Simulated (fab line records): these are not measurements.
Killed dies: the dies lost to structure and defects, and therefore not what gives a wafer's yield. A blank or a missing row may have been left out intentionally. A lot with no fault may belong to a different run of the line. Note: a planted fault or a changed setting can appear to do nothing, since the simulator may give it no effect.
A lot that was struck, set against a sound lot ; flow n5-finfet ; 36 steps out of a route of 1938
Sound: the wafers L603.1, L603.2, L603.6. Wafers L608.1, L608.5, L608.6 were the ones struck. The cause is named last.
For every step that has rows: the tool of each side, followed by ch and its chambers, followed by its first start. Under that, the readings that differ: sound wafers ; struck wafers ; difference of the means ; sigmas: that difference in standard deviations of wafers without a fault.
alike: readings whose means differ by less than 2 such deviations, and words and numbers that are the same on both sides. not compared: withheld readings, readings that some wafer has no value for, bounds like >300 that may hide the same value, and numbers for which the record gives no deviation and whose values overlap.
Wherever a step has rows on one side only, a row that says differs or no value, or a row with sigmas, the two part there. Non-overlapping numbers with no deviation appear without sigmas and do not part them. A reading that every wafer of one side lacks parts them only if that side has two wafers or more.

first, 9 steps without rows for these wafers: N5_WELL_APT_HMDS_18 (time 60 s); N5_WELL_APT_COAT_19 (resist thk 950 nm); N5_WELL_APT_EBR_21; N5_WELL_APT_SOFTBAKE_20 (time 60 s); N5_WELL_APT_EXPOSE_22 (exposes mask PWELL, defocus 0 nm, target cd 200 nm); N5_WELL_APT_PEB_23 (peb time 90 s); N5_WELL_APT_DEVELOP_24 (develop time 45 s); N5_WELL_APT_HARDBAKE_29 (time 120 s); N5_WELL_APT_DESCUM_30 (chemistry O2, time 7.9 s).
N5_WELL_APT_IMPLANT_31:
  sound on implanter-02 ch 0, day 3 15:35; struck on implanter-02 ch 0, day 4 21:47
reading;sound;struck;difference;sigmas
beam-energy-keV;60.004 60.028 59.988;48.214 48.229 48.213;-11.788;-99 or more
model.implant.rp-nm (nm);189.8 189.8 189.8;153.5 153.5 153.5;-36.3;
model.implant.drp-nm (nm);64.53 64.53 64.53;57.23 57.23 57.23;-7.30;
  alike: rotation-deg
then, 25 steps without rows for these wafers: N5_WELL_APT_IMPLANT_32; N5_WELL_APT_STRIP_33 (strips in SPM, time 900 s); N5_WELL_APT_RTA_34 (time 10 s); N5_WELL_APT_OXIDE_STRIP_42 (strips SiO2 in dHF, time 45 s, target depth 12 nm); N5_WELL_APT_PRECLEAN_36 (cleans in O3/DIW, time 45 s); N5_WELL_APT_PRECLEAN_39 (cleans in dHF, time 60 s); N5_WELL_APT_SRD_37 (time 30 s); N5_WELL_APT_EPI_41 (deposits Si from SiH4/H2, target thk 50 nm, time 297.7 s); N5_PMOS_HMC_CHANNEL_EPI_HM_DEP_34 (deposits SiO2 from TEOS/O2, target thk 36 nm, time 6.9 s); N5_PMOS_HMC_CHANNEL_EPI_COAT_31 (time 60 s, resist thk 66 nm); N5_PMOS_HMC_CHANNEL_EPI_COAT_03 (resist thk 205 nm); N5_PMOS_HMC_CHANNEL_EPI_EBR_05; N5_PMOS_HMC_CHANNEL_EPI_SOFTBAKE_04 (time 60 s); N5_PMOS_HMC_CHANNEL_EPI_EXPOSE_06 (exposes mask PMOS HMC BLK, target cd 240 nm); N5_PMOS_HMC_CHANNEL_EPI_PEB_07 (peb time 60 s); N5_PMOS_HMC_CHANNEL_EPI_DEVELOP_08 (develop time 30 s); N5_PMOS_HMC_CHANNEL_EPI_DESCUM_14 (chemistry O2, time 7.9 s); N5_PMOS_HMC_CHANNEL_EPI_ETCH_32 (etches BARC in N2/H2, stops on SiO2, target depth 85.8 nm, time 50.3 s); N5_PMOS_HMC_CHANNEL_EPI_HM_OPEN_15 (chemistry CHF3/O2, target SiO2, target depth 40.6 nm, time 20.3 s); N5_PMOS_HMC_CHANNEL_EPI_STRIP_33 (strips in N2/H2); N5_PMOS_HMC_CHANNEL_EPI_STRIP_17 (strips in SPM, time 750 s); N5_PMOS_HMC_CHANNEL_EPI_ETCH_38 (etches SiO2 in CF4, target depth 1.5 nm); N5_PMOS_HMC_CHANNEL_EPI_FIN_RECESS_16 (chemistry HBr/Cl2, target Si, target depth 54 nm, time 18 s); N5_PMOS_HMC_CHANNEL_EPI_PRECLEAN_36 (cleans in O3/DIW, time 45 s); N5_PMOS_HMC_CHANNEL_EPI_PRECLEAN_18 (cleans in DHF, time 30 s).
-- the record jumps here: 7 days lie between the struck wafers' starts before and after (it left off in module PMOS_HMC_CHANNEL_EPI and takes up again in module BEOL_M4, whose first step shown is number 1111 of the route) --
N5_BEOL_M4_RC_MEAS_101:
  sound on prober-01 ch 0, day 10 17:42; struck on prober-02 ch 0, day 11 14:02
reading;sound;struck;difference;sigmas
RS_PWELL (ohm/sq);3010 3029 2988;3233 3283 3262;+250;+10
  alike: DIBL_N, DIBL_P, IOFF_N, IOFF_P, ION_N, ION_P, SS_N, SS_P, VT_N, VT_P

WHERE THEY PART
At N5_WELL_APT_IMPLANT_31 first; at N5_BEOL_M4_RC_MEAS_101 last (within this record only).

WHY: what the simulator had put in
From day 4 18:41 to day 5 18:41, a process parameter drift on implanter-02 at N5_WELL_APT_IMPLANT_31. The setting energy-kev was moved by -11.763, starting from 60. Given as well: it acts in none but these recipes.
